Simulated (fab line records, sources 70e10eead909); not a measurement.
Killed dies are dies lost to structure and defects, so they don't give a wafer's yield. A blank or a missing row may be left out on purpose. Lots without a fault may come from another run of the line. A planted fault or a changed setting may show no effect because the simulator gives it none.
Chamber matching | flow nand_harc | NHARC_A_STAIRCASE_DESCUM_291 on rie_diel-13: 4 sister chambers
The step chemistry O2, time 3 s. 8 wafers are shown with their chamber, then 7 later ones without.

WAFERS WITH THEIR CHAMBER
wafer  | chamber | showerhead_plenum_p_Torr (Torr) | drypump_motor_current_A (A)
L074.4 | 0       | 1.81                            | 6.1
L077.6 | 2       | 1.88                            | 5.0
L081.1 | 3       | 2.05                            | 6.1
L084.1 | 1       | 1.86                            | 6.0
L084.2 | 3       | 2.05                            | 6.1
L084.6 | 0       | 1.81                            | 6.2
L086.1 | 1       | 1.86                            | 6.0
L086.2 | 2       | 1.87                            | 5.0

WAFERS WITHOUT THEIR CHAMBER
wafer  | showerhead_plenum_p_Torr (Torr) | drypump_motor_current_A (A)
L086.6 | 1.81                            | 6.2
L088.1 | 1.87                            | 5.0
L088.3 | 2.05                            | 6.1
L088.5 | 1.81                            | 6.2
L092.3 | 1.87                            | 5.0
L092.5 | 1.86                            | 6.0
L092.6 | 1.87                            | 5.0

WHICH CHAMBER EACH WENT THROUGH
wafer  | from the rows above | in truth
L086.6 | 0                   | 0
L088.1 | 2                   | 2
L088.3 | 3                   | 3
L088.5 | 0                   | 0
L092.3 | 2                   | 2
L092.5 | 1                   | 1
L092.6 | 2                   | 2
Placed correctly: 7 of 7. Can't be placed from these rows: 0. Placed wrongly: 0.
How it was worked out, from the rows above alone: a wafer's distance from a chamber is the root of the sum, over the readings, of the square of ((its reading less the chamber's mean) divided by the reading's scatter). The wafer belongs to the nearest chamber; if the next one is less than 2 further off, it can't be placed. A chamber's mean is the mean of its shown wafers. The scatter: the root of (the sum of the squares of (reading less its chamber's mean) over the shown wafers, divided by (wafers less chambers)).
